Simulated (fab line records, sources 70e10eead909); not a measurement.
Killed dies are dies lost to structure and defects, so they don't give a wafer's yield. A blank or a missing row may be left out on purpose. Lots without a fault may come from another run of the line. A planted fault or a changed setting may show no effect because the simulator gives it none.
fab line records | flow nand_harc
record lots=5 wafers=15 last_day=24
route steps=1159 shown P_GATE@155 END@1159
lots that met no fault: from a run of the same line without faults
start_h: hours from the record's first day to the start of the lot's first wafer shown | wait_h: hours since the lot's step before | " the same as in the row above | L1.1+2: a row that stands for several wafers | - no value, or no start given | * or withheld: withheld | < > ~ a bound
route shown NAME@n: a module of which the file shows steps, and the number in the route of the first | usual: mean/standard deviation of fault-free wafers | same: alike in all rows | chamber/n: place in a boat | sites: the reading at each site | _std_site: their standard deviation | _edge_site: outer sites' mean less inner sites' | radius_mm: how far each site lies from the wafer's centre | mask NAME#n: copy n | behind: the tool/chamber that last shaped the wafer | hold: why the lot was held/for how many hours/how that ended | device: the transistor (n, p or np) that didn't switch | end of line: the same wafers' tests at the end of the route | a step without rows: its recipe alone | killed: dies lost to structure and defects at the first sort, not the wafer's yield | map: a wafer's dies, x killed, . not, _ none there
set.NAME: the setting as run; set.NAME@STEP: as run at that earlier step | model.NAME: the simulator's own value behind a step, which no gauge read
lots at some steps of the route; a table a step, a row a wafer
services: from which hour (start_h, from the record's first day; less than 0 if before it) a tool's chamber was out of use, for how many hours, and why
## steps
# step NHARC_P_GATE_ALD_36
# recipe target_thk_a=200 pulse_time_s=60 ald_cycles=223 temp_c=400 material=SiNx
# usual heater_power_w=828/100 precursor_pulse_height_rel=0.998/0.019
# columns lot.wafer tool chamber start_h wait_h heater_power_w precursor_pulse_height_rel
L390.1 ald_sin-01 0 130.07 - 732 1.007
L390.3 " 2 132.17 - 955 0.988
L390.2 " 3 133.22 - 781 1.008
L389.3 ald_sin-02 2 130.54 - 903 0.976
L389.4 " 3 131.58 - 879 0.984
L389.2 " 1 133.66 - 856 1.023
L397.2 ald_sin-03 1 181.23 - 991 0.971
L397.5 " 1 185.39 - 999 0.992
L397.4 " 3 186.78 - 787 0.993
L398.2 ald_sin-01 0 183.03 - 770 0.995
L398.1 " 1 184.12 - 851 1.003
L398.6 " 3 186.29 - 812 0.989
L406.4 ald_sin-01 1 226.91 - 841 0.993
L406.1 " 2 227.97 - 879 0.976
L406.5 " 2 232.23 - 869 0.949
# step NHARC_P_GATE_ETCHBACK_37
# recipe target_depth_a=345 time_s=17.2 chf3_flow_sccm=50 o2_flow_sccm=10 ar_flow_sccm=200 rf_w=500 bias_w=200 chemistry=CHF3/O2
# usual drypump_motor_current_A=5.6/0.51 oes_product_au=0.95/0.035 rf_fwd_power_W=490.2/2.9 rf_vpp_V=371.0/2.6 showerhead_plenum_p_Torr=2.42/0.12 throttle_valve_pct=20.572/0.009
# columns lot.wafer tool chamber start_h wait_h drypump_motor_current_A oes_product_au rf_fwd_power_W rf_hours_counter_h rf_vpp_V showerhead_plenum_p_Torr throttle_valve_pct
L390.2 rie_diel-02 1 - - 4.9 1.00 492.4 27 371.0 2.46 20.569
L390.3 " 2 " " 5.5 1.01 491.5 28 369.0 2.26 20.569
L390.1 " 3 " " 5.8 0.99 486.7 29 373.0 2.52 20.574
L389.4 rie_diel-12 2 - - 5.8 0.92 485.7 36 372.3 2.42 20.568
L389.2 " 0 " " 5.7 0.93 488.9 35 370.2 2.42 20.573
L389.3 " 1 " " 5.0 0.92 491.9 36 370.3 2.30 20.568
L398.2 rie_diel-02 2 - - 5.5 0.92 491.1 7 368.6 2.26 20.572
L398.1 " 3 " " 5.8 0.92 487.6 8 371.1 2.51 20.580
L398.6 " 1 " " 4.9 0.93 487.6 - 372.4 2.46 20.566
L397.2 rie_diel-02 3 - - 5.8 0.99 488.6 8 374.1 2.51 20.583
L397.4 " 2 " " 5.5 1.00 492.0 8 367.9 2.26 20.573
L397.5 " 0 " " 6.3 1.00 495.0 - 373.0 2.55 20.565
L406.4 rie_diel-12 2 - - 5.8 0.93 486.8 8 371.3 2.41 20.567
L406.1 " 3 " " 6.0 0.92 487.1 9 371.9 2.50 20.585
L406.5 " 1 " " 5.0 0.92 493.4 - 368.4 2.29 20.564
# step NHARC_P_GATE_STRIP_101
# recipe time_s=20 o2_flow_sccm=500 ar_flow_sccm=0 bias_w=0 chemistry=O2
# usual drypump_motor_current_A=5.6/0.51 oes_product_au=1.000/0.0074 rf_vpp_V=57.9/0.92 showerhead_plenum_p_Torr=3.56/0.16 throttle_valve_pct=17.036/0.009
# columns lot.wafer tool chamber start_h wait_h drypump_motor_current_A oes_product_au rf_hours_counter_h rf_vpp_V showerhead_plenum_p_Torr throttle_valve_pct
L390.1 rie_diel-02 1 139.65 0.1 5.0 1.004 27 58.7 3.62 17.051
L390.3 " 2 " " 5.5 1.014 28 55.7 3.33 17.030
L390.2 " 3 " " 5.8 1.011 29 57.8 3.69 17.038
L389.2 rie_diel-12 1 140.05 0.1 5.0 0.990 36 56.6 3.39 17.034
L389.3 " 2 " " 5.8 0.997 36 58.8 3.55 17.013
L389.4 " 0 " " 5.7 0.999 35 57.5 3.55 17.033
L398.2 rie_diel-02 2 191.72 0.1 5.5 1.004 7 57.9 3.32 17.032
L398.1 " 3 " " 5.8 0.984 8 59.4 3.69 17.043
L398.6 " 2 " " 5.5 1.000 - 59.6 3.32 17.038
L397.2 rie_diel-02 3 193.06 0.3 5.8 0.993 8 58.1 3.69 17.047
L397.4 " 2 " " 5.5 0.993 8 57.2 3.32 17.029
L397.5 " 0 " " 6.3 0.995 - 58.5 3.74 17.030
L406.4 rie_diel-12 0 236.58 0.1 5.7 0.999 8 57.6 3.53 17.053
L406.1 " 1 " " 5.0 1.003 7 56.1 3.37 17.037
L406.5 " 0 " " 5.7 1.004 - 59.2 3.53 17.039
# step NHARC_P_GATE_PRECLEAN_97
# recipe time_s=600 temp_c=120 chemistry=SPM
# step NHARC_P_GATE_SRD_98
# step NHARC_P_GATE_PRECLEAN_99
# recipe time_s=* temp_c=50 bath_age_min=0 chemistry=SC1
# step NHARC_P_GATE_SRD_100
# step NHARC_P_GATE_DEHYDRATE_38
# recipe temp_c=150 time_s=120
# step NHARC_P_GATE_HMDS_39
# recipe time_s=30
# step NHARC_P_GATE_COAT_40
# recipe spin_rpm=3000
# step NHARC_P_GATE_SOFTBAKE_41
# recipe temp_c=122 time_s=95
# step NHARC_P_GATE_EBR_42
# step NHARC_P_GATE_EXPOSE_43
# recipe na=0.6 target_cd_nm=720 dose_mj=14.81 mask_id=P_NSD
# columns lot.wafer tool chamber start_h wait_h mask
L390.1+2+3 krf_scanner-04 0 140.28 - P_NSD#0
L389.2+3+4 krf_scanner-01 0 140.81 - P_NSD#0
L398.1+2+6 krf_scanner-01 0 192.36 - P_HVPW#0
L397.2+4+5 krf_scanner-01 0 193.71 - P_NSD#0
L406.1+4+5 krf_scanner-01 0 237.22 - P_NSD#0
# step NHARC_P_GATE_PEB_44
# recipe peb_temp_c=118 peb_time_s=85
# step NHARC_P_GATE_DEVELOP_45
# recipe time_s=70
# step NHARC_P_GATE_CD_MEAS_46
# recipe target_cd_nm=720 landing_energy_ev=500
# usual cd_nm=720.1/1.1
# columns lot.wafer tool chamber start_h wait_h cd_nm
L390.1 cd_sem-01 0 140.44 - 718.0
L390.2 " 0 " " 719.7
L390.3 " 0 " " 720.5
L389.2 cd_sem-03 0 140.97 - 719.8
L389.3 " 0 " " 720.3
L389.4 " 0 " " 722.0
L398.1 cd_sem-02 0 192.52 - -
L398.2 " 0 " " -
L398.6 " 0 " " -
L397.2 cd_sem-02 0 193.86 - 721.1
L397.4 " 0 " " 721.1
L397.5 " 0 " " 721.8
L406.1 cd_sem-03 0 237.38 - 719.9
L406.4 " 0 " " 719.6
L406.5 " 0 " " 719.9
# step NHARC_P_GATE_HARDBAKE_47
# recipe temp_c=125 time_s=80
# step NHARC_END_SORT_01
# recipe temp_c=25
# usual killed_at_array=29/11 killed_at_other=0.6/0.92 killed_at_periphery=3.2/2 killed_dies=33/11 killed_open=3.2/2 killed_short=1.9/1.5
# same gross_dies=677
# columns lot.wafer tool chamber start_h wait_h killed_at_array killed_at_other killed_at_periphery killed_dies killed_open killed_short
L398.1 prober-02 0 519.45 2.5 49 0 628 677 5 6
L398.2 prober-02 0 520.25 2.8 38 0 639 677 5 2
L398.6 prober-02 0 523.43 4.0 46 0 631 677 2 0
L397.4 prober-01 0 529.50 3.4 8 0 3 11 2 1
L397.5 prober-01 0 530.30 3.7 14 0 4 18 3 2
# killed by level:class
L398.1 P_GATE:area_expose=623 A_CHANNEL_HOLE_D1:chamber_film_flake=18 A_SLIT:chamber_film_flake=17 A_STAIRCASE:chamber_film_flake=4 A_CHANNEL_FILL_D1:geometric_particle:short=2 A_M1:geometric_particle:open=2 A_CONTACT:chamber_film_flake=2 P_GATE:geometric_particle:open=1
L398.2 P_GATE:area_expose=634 A_CHANNEL_HOLE_D1:chamber_film_flake=17 A_SLIT:chamber_film_flake=10 A_STAIRCASE:chamber_film_flake=3 A_CONTACT:chamber_film_flake=3 P_GATE:geometric_particle:open=2 P_STI:chamber_film_flake=2 A_SOURCE_PLATE:geometric_particle:short=1
L398.6 P_GATE:area_expose=629 A_CHANNEL_HOLE_D1:chamber_film_flake=22 A_SLIT:chamber_film_flake=16 A_CONTACT:chamber_film_flake=5 P_STI:chamber_film_flake=2 A_WL_FILL:geometric_particle:open=1 A_M0:geometric_particle:open=1 A_STAIRCASE:chamber_film_flake=1
L397.4 A_CHANNEL_HOLE_D1:chamber_film_flake=4 A_CONTACT:chamber_film_flake=2 P_STI:geometric_particle:open=1 P_M1:geometric_particle:short=1 A_CHANNEL_FILL_D1:geometric_particle:open=1 P_GATE:chamber_film_flake=1 A_STAIRCASE:chamber_film_flake=1
L397.5 A_CHANNEL_HOLE_D1:chamber_film_flake=4 A_STAIRCASE:chamber_film_flake=3 A_WL_FILL:geometric_particle:open=2 P_GATE:chamber_film_flake=2 P_STI:geometric_particle:short=1 A_CHANNEL_FILL_D1:geometric_particle:open=1 A_WL_FILL:geometric_particle:short=1 P_ZERO_WELL:chamber_film_flake=1
# map L398.1 (x killed, . not)
____________x____________
_________xxxxxxx_________
_______xxxxxxxxxxx_______
______xxxxxxxxxxxxx______
_____xxxxxxxxxxxxxxx_____
____xxxxxxxxxxxxxxxxx____
____xxxxxxxxxxxxxxxxx____
___xxxxxxxxxxxxxxxxxxx___
___xxxxxxxxxxxxxxxxxxx___
__xxxxxxxxxxxxxxxxxxxxx__
__xxxxxxxxxxxxxxxxxxxxx__
_xxxxxxxxxxxxxxxxxxxxxxx_
_xxxxxxxxxxxxxxxxxxxxxxx_
_xxxxxxxxxxxxxxxxxxxxxxx_
_xxxxxxxxxxxxxxxxxxxxxxx_
_xxxxxxxxxxxxxxxxxxxxxxx_
xxxxxxxxxxxxxxxxxxxxxxxxx
xxxxxxxxxxxxxxxxxxxxxxxxx
xxxxxxxxxxxxxxxxxxxxxxxxx
xxxxxxxxxxxxxxxxxxxxxxxxx
xxxxxxxxxxxxxxxxxxxxxxxxx
_xxxxxxxxxxxxxxxxxxxxxxx_
_xxxxxxxxxxxxxxxxxxxxxxx_
_xxxxxxxxxxxxxxxxxxxxxxx_
_xxxxxxxxxxxxxxxxxxxxxxx_
_xxxxxxxxxxxxxxxxxxxxxxx_
__xxxxxxxxxxxxxxxxxxxxx__
__xxxxxxxxxxxxxxxxxxxxx__
___xxxxxxxxxxxxxxxxxxx___
___xxxxxxxxxxxxxxxxxxx___
____xxxxxxxxxxxxxxxxx____
____xxxxxxxxxxxxxxxxx____
_____xxxxxxxxxxxxxxx_____
______xxxxxxxxxxxxx______
_______xxxxxxxxxxx_______
_________xxxxxxx_________
____________x____________
# map L389.4 (x killed, . not)
____________.____________
_________......._________
_______.x........._______
______.....x.......______
_____..............._____
____.........x.x.....____
____.....xx..........____
___......x..x.........___
___.......xx..........___
__.......xx............__
__.....x.x.............__
_....x.................._
_......................x_
_......................._
_.......x.x............._
_....xx..x............x._
.......................x.
........xx...............
.................x.......
..........x..............
..x...x..................
_......................._
_......................._
_......................._
_..............x........_
_......................._
__.......x.............__
__.....................__
___........x..........___
___....xx.x.x.........___
____...x.xxxxx.x.....____
____...xxxxx.x.......____
_____....xx........._____
______...x.........______
_______x.........._______
_________......._________
____________.____________
## services
# columns tool chamber start_h hours kind
krf_scanner-04 - 107.06 0.6 repair
ald_sin-01 0 111.00 6.8 repair
krf_scanner-04 - 117.85 0.8 repair
krf_scanner-04 - 126.00 4.0 pm
rie_diel-02 0 129.91 - clean
rie_diel-02 1 129.91 - clean
rie_diel-02 2 129.91 - clean
rie_diel-02 3 129.91 - clean
rie_diel-02 - 150.70 9.0 pm
rie_diel-02 0 150.70 9.0 vent_cycle
rie_diel-02 1 150.70 9.0 vent_cycle
rie_diel-02 2 150.70 9.0 vent_cycle
rie_diel-02 3 150.70 9.0 vent_cycle
rie_diel-02 0 159.70 - clean
rie_diel-02 1 159.70 - clean
rie_diel-02 2 159.70 - clean
rie_diel-02 3 159.70 - clean
rie_diel-02 0 184.20 - clean
rie_diel-02 1 184.20 - clean
rie_diel-02 2 184.20 - clean
ald_sin-02 1 186.79 8.2 repair
rie_diel-12 - 202.53 9.0 pm
krf_scanner-01 - 224.44 0.5 repair
ald_sin-02 - 230.31 10.0 pm
## key
first_sign step=NHARC_P_GATE_EXPOSE_43 reading=mask direction=changed
effect step=NHARC_P_GATE_CD_MEAS_46 reading=cd_nm direction=missing
effect step=NHARC_END_SORT_01 reading=killed_at_periphery direction=up sigmas=99+ usual=3.2 struck=632.7
more_kills_born_at NHARC_P_GATE_EXPOSE_43@krf_scanner-01=1886
met_at NHARC_P_GATE_EXPOSE_43
struck_wafers L398.1,L398.2,L398.6
later_rows_left_out L398.1,L398.2,L398.6
tester_left_out L398
onset_between 140.81 192.36
fault kind=wrong_mask tool=any chamber=- onset_h=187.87 steps=NHARC_P_GATE_EXPOSE_43 aux_copy=P_HVPW#0 scope=struck_lots_only
# tester_left_out: of these lots the tester's yield and bins aren't shown, on N5 and GAA mostly nor the transistor test; their killed dies are dies lost to structure and defects alone, not to doping, threshold or leakage, so they don't give the yield
# later_rows_left_out: the simulator's readings of these wafers behind a module that went badly wrong aren't trusted and aren't shown, but for the sort
